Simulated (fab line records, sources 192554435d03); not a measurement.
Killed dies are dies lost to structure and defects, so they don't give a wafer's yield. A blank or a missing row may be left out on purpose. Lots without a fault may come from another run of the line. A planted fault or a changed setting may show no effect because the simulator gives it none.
A sampling plan put to the test | flow n5_finfet | one fab line, 42 faults that these records tell of, each judged on the records of the lots that it struck
The plan is the line's own looks: the steps of the route at which a gauge or an inspection reads the wafer and doesn't change it. A look can be judged if struck wafers have a number there and the file gives its usual mean and standard deviation on fault-free wafers. Caught: at a look after the fault's first step, the mean of the struck wafers lies 4 or more of those standard deviations (sigma) from the usual mean. On the tool: the same test on the tool's own readings at the fault's steps. Another recipe on the struck wafers, or a record that is blank for them alone, also counts as caught.

THE FAULTS, as the simulator had put them in
1. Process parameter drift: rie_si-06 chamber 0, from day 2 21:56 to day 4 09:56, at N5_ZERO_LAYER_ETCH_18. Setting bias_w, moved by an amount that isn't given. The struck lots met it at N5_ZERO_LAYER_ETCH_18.
2. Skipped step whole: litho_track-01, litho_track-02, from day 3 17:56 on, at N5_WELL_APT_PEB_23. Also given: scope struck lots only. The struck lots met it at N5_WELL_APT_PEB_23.
3. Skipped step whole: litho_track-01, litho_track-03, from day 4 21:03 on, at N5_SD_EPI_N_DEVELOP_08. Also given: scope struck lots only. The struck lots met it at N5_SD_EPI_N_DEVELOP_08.
4. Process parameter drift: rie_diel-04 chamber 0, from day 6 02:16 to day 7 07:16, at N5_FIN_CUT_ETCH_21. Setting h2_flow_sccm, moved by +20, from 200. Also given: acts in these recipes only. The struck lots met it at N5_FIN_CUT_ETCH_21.
5. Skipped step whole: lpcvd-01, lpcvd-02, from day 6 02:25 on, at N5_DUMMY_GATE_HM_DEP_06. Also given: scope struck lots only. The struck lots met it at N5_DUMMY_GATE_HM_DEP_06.
6. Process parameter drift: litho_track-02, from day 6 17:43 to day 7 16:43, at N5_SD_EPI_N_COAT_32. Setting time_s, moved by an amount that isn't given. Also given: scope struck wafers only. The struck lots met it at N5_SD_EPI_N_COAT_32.
7. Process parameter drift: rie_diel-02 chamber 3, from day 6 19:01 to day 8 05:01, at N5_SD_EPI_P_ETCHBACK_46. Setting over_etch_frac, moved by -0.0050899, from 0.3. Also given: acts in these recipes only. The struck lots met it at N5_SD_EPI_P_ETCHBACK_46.
8. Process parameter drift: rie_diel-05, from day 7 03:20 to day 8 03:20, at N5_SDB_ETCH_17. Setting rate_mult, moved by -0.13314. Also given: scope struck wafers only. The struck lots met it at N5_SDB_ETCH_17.
9. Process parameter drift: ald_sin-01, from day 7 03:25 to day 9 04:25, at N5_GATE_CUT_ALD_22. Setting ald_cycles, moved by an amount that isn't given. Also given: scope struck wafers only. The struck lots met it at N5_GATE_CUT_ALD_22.
10. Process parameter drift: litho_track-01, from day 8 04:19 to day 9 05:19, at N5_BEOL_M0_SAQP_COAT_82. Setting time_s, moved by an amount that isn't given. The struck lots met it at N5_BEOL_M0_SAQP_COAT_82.
11. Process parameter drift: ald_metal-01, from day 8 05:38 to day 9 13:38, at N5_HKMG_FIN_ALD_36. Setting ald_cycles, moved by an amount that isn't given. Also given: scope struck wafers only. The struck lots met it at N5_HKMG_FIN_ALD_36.
12. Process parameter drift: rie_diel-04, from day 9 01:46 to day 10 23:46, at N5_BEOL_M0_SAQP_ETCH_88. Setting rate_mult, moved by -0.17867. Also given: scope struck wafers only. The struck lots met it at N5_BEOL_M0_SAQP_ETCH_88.
13. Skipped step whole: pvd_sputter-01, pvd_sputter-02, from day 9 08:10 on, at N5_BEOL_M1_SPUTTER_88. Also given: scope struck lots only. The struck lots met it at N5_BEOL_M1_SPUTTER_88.
14. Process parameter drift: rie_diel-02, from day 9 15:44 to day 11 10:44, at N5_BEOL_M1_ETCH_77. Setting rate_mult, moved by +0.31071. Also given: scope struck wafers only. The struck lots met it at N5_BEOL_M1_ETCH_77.
15. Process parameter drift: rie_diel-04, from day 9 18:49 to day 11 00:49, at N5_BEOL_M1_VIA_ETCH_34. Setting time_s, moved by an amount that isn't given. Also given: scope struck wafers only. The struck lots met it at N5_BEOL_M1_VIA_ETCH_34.
16. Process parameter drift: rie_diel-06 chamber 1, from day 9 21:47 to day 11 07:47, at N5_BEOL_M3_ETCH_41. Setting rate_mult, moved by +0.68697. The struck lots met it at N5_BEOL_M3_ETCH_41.
17. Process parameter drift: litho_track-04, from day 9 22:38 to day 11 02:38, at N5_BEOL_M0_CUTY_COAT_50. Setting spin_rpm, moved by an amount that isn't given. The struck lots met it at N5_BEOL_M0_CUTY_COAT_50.
18. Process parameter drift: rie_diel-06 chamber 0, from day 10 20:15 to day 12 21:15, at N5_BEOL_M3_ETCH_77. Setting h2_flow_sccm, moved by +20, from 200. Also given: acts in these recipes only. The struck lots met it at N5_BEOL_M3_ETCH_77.
19. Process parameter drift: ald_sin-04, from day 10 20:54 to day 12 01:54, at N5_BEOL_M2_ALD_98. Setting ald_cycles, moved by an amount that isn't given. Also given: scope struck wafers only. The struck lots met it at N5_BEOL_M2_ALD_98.
20. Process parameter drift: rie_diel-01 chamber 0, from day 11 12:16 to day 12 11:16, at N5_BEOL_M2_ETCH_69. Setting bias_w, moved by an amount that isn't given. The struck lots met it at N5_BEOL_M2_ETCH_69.
21. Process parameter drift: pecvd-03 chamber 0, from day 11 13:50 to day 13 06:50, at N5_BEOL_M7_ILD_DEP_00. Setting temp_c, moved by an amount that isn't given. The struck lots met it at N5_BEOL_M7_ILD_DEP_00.
22. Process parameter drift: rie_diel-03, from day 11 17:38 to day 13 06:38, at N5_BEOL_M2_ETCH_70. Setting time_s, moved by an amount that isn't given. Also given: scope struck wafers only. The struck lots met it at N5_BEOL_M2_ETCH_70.
23. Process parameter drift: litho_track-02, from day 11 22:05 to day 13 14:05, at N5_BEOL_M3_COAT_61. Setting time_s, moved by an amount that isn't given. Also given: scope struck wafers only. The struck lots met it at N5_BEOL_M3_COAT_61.
24. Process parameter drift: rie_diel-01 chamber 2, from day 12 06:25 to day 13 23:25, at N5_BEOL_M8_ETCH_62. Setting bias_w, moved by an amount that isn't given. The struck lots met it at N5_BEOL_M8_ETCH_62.
25. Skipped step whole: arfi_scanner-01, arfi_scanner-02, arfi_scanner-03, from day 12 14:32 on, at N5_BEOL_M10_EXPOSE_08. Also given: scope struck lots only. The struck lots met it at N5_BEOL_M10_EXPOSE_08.
26. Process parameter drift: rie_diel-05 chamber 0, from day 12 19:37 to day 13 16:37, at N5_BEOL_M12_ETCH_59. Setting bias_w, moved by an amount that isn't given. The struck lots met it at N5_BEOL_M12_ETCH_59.
27. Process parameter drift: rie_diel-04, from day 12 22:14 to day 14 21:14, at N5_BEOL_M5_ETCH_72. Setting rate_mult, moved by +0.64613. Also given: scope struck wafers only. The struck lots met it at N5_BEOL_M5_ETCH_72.
28. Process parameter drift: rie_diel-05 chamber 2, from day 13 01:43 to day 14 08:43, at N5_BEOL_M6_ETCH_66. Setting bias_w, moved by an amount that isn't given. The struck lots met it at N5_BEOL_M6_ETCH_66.
29. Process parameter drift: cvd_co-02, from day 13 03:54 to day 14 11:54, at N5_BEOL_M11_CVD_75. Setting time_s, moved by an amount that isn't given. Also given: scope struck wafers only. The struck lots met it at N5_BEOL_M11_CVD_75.
30. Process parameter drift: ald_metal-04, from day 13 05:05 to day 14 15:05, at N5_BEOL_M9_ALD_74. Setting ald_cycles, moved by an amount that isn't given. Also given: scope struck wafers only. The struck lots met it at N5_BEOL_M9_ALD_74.
31. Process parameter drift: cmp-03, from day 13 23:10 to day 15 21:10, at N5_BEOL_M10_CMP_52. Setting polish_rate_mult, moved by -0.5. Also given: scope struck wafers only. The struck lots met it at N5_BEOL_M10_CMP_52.
32. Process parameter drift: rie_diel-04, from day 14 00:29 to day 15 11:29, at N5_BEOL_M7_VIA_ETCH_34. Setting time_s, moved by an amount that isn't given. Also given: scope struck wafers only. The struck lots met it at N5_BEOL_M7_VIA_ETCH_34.
33. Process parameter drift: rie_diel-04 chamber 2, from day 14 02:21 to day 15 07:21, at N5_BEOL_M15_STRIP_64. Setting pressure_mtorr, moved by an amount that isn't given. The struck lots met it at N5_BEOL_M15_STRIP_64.
34. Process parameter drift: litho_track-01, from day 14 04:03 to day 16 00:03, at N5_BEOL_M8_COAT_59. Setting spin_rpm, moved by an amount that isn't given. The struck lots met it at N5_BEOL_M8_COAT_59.
35. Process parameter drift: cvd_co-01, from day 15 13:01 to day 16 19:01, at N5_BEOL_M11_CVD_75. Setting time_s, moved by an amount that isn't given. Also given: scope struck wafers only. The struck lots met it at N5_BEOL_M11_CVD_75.
36. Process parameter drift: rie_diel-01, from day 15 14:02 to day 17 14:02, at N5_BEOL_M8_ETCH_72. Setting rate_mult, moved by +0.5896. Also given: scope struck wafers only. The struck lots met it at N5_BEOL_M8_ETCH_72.
37. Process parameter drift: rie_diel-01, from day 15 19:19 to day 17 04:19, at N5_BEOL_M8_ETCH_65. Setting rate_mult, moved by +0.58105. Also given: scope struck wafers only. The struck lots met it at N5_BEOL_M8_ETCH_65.
38. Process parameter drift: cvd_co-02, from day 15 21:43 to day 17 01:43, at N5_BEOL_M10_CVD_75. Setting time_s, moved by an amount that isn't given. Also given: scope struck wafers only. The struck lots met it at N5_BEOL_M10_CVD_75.
39. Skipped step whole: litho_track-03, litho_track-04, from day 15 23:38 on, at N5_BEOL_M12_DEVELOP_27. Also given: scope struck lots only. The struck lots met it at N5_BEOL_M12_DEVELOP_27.
40. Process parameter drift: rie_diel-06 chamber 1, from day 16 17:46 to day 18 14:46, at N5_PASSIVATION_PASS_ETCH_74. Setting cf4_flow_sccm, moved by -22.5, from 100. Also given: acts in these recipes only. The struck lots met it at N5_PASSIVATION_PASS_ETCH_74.
41. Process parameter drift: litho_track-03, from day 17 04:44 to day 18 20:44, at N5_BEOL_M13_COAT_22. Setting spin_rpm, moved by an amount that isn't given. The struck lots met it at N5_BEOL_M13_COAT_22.
42. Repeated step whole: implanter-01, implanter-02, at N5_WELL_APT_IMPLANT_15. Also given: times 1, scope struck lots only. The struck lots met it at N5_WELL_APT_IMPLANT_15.

WHAT THE PLAN SAW
fault | on the tool itself                               | first look that catches it                      | reading, sigma  | median hours from its first step to that look | hours from the fault's start to the first struck lot there | judged looks passed uncaught
1     | bias_w +72 sigma                                 | none of the 2 looks that can be judged after it | -               | -                                             | -                                                          | 2
2     | the tool's record is blank for the struck wafers | no look after it can be judged                  | -               | -                                             | -                                                          | 0
3     | the tool's record is blank for the struck wafers | no look after it can be judged                  | -               | -                                             | -                                                          | 0
4     | h2_flow_sccm +38 sigma                           | not the one look that can be judged after it    | -               | -                                             | -                                                          | 1
5     | the tool's record is blank for the struck wafers | N5_DUMMY_GATE_OVL_MEAS_16                       | GATE_OVL -6.9   | 4.5                                           | 8                                                          | 0
6     | run_length_s -66 sigma                           | not the one look that can be judged after it    | -               | -                                             | -                                                          | 1
7     | only faintly: rf_vpp_V -2.1 sigma                | not the one look that can be judged after it    | -               | -                                             | -                                                          | 1
8     | etch_rf_on_time_s +6.5 sigma                     | not the one look that can be judged after it    | -               | -                                             | -                                                          | 1
9     | under 2 sigma                                    | not the one look that can be judged after it    | -               | -                                             | -                                                          | 1
10    | run_length_s -56 sigma                           | not the one look that can be judged after it    | -               | -                                             | -                                                          | 1
11    | under 2 sigma                                    | not the one look that can be judged after it    | -               | -                                             | -                                                          | 1
12    | etch_rf_on_time_s +6.4 sigma                     | not the one look that can be judged after it    | -               | -                                             | -                                                          | 1
13    | the tool's record is blank for the struck wafers | not the one look that can be judged after it    | -               | -                                             | -                                                          | 1
14    | etch_rf_on_time_s -7.4 sigma                     | not the one look that can be judged after it    | -               | -                                             | -                                                          | 1
15    | run_length_s -35 sigma                           | not the one look that can be judged after it    | -               | -                                             | -                                                          | 1
16    | oes_product_au +5.7 sigma                        | not the one look that can be judged after it    | -               | -                                             | -                                                          | 1
17    | spin_speed_rpm +87 sigma                         | not the one look that can be judged after it    | -               | -                                             | -                                                          | 1
18    | h2_flow_sccm +30 sigma                           | not the one look that can be judged after it    | -               | -                                             | -                                                          | 1
19    | under 2 sigma                                    | not the one look that can be judged after it    | -               | -                                             | -                                                          | 1
20    | bias_w -76 sigma                                 | none of the 2 looks that can be judged after it | -               | -                                             | -                                                          | 2
21    | susceptor_temp_C +37 sigma                       | N5_BEOL_M7_THK_MEAS_01                          | M7_ILD_THK -4.5 | 0.6                                           | 6                                                          | 0
22    | run_length_s +33 sigma                           | not the one look that can be judged after it    | -               | -                                             | -                                                          | 1
23    | run_length_s -91 sigma                           | not the one look that can be judged after it    | -               | -                                             | -                                                          | 1
24    | bias_w +99 or beyond sigma                       | no look after it can be judged                  | -               | -                                             | -                                                          | 0
25    | no reading that can be judged                    | no look after it can be judged                  | -               | -                                             | -                                                          | 0
26    | bias_w -75 sigma                                 | no look after it can be judged                  | -               | -                                             | -                                                          | 0
27    | etch_rf_on_time_s -12 sigma                      | no look after it can be judged                  | -               | -                                             | -                                                          | 0
28    | bias_w +17 sigma                                 | no look after it can be judged                  | -               | -                                             | -                                                          | 0
29    | run_length_s -52 sigma                           | no look after it can be judged                  | -               | -                                             | -                                                          | 0
30    | under 2 sigma                                    | not the one look that can be judged after it    | -               | -                                             | -                                                          | 1
31    | overpolish_run_s -99 or beyond sigma             | N5_BEOL_M10_THK_MEAS_53                         | M10_THK +29     | 0.2                                           | 20                                                         | 0
32    | run_length_s +11 sigma                           | not the one look that can be judged after it    | -               | -                                             | -                                                          | 1
33    | chamber_pressure_mTorr +99 or beyond sigma       | not the one look that can be judged after it    | -               | -                                             | -                                                          | 1
34    | spin_speed_rpm +36 sigma                         | no look after it can be judged                  | -               | -                                             | -                                                          | 0
35    | run_length_s -4.6 sigma                          | no look after it can be judged                  | -               | -                                             | -                                                          | 0
36    | etch_rf_on_time_s -13 sigma                      | no look after it can be judged                  | -               | -                                             | -                                                          | 0
37    | etch_rf_on_time_s -13 sigma                      | no look after it can be judged                  | -               | -                                             | -                                                          | 0
38    | run_length_s +99 or beyond sigma                 | no look after it can be judged                  | -               | -                                             | -                                                          | 0
39    | the tool's record is blank for the struck wafers | no look after it can be judged                  | -               | -                                             | -                                                          | 0
40    | cf4_flow_sccm -73 sigma                          | no look after it can be judged                  | -               | -                                             | -                                                          | 0
41    | spin_speed_rpm -88 sigma                         | no look after it can be judged                  | -               | -                                             | -                                                          | 0
42    | no reading that can be judged                    | none of the 2 looks that can be judged after it | -               | -                                             | -                                                          | 2
A dash: the fault isn't caught, or these records don't give the number.

Caught at a look: 3 of 42. Caught on the tool: 35 of 42. By one or the other: 35 of 42.
Caught on the tool alone: faults 1, 2, 3, 4, 6, 8, 10, 12, 13, 14, 15, 16, 17, 18, 20, 22, 23, 24, 26, 27, 28, 29, 32, 33, 34, 35, 36, 37, 38, 39, 40, 41.
Caught by neither: faults 7, 9, 11, 19, 25, 30, 42.

THINNER SAMPLING
If the look that catches a fault measured only every second or every third lot, by lot number, the first struck lot would be measured this late in the worst case:
fault | struck lots at that look, in order of time | every lot | every second lot | every third lot
5     | L315, L316                                 | 8 h       | 9 h              | may miss all 2
21    | L799, L801                                 | 6 h       | may miss all 2   | may miss all 2
31    | L773, L775                                 | 20 h      | may miss all 2   | may miss all 2
Hours are from the fault's start to the first struck lot that is measured. The limit of 4 sigma was tested on all struck wafers together, so one lot alone may lie under it. Other struck lots may not be in these records.

THE LONGEST TIMED WAY FROM STEP TO LOOK
Fault 5: a median of 4.5 hours passes between N5_DUMMY_GATE_HM_DEP_06 and N5_DUMMY_GATE_OVL_MEAS_16. No look between them can be judged.
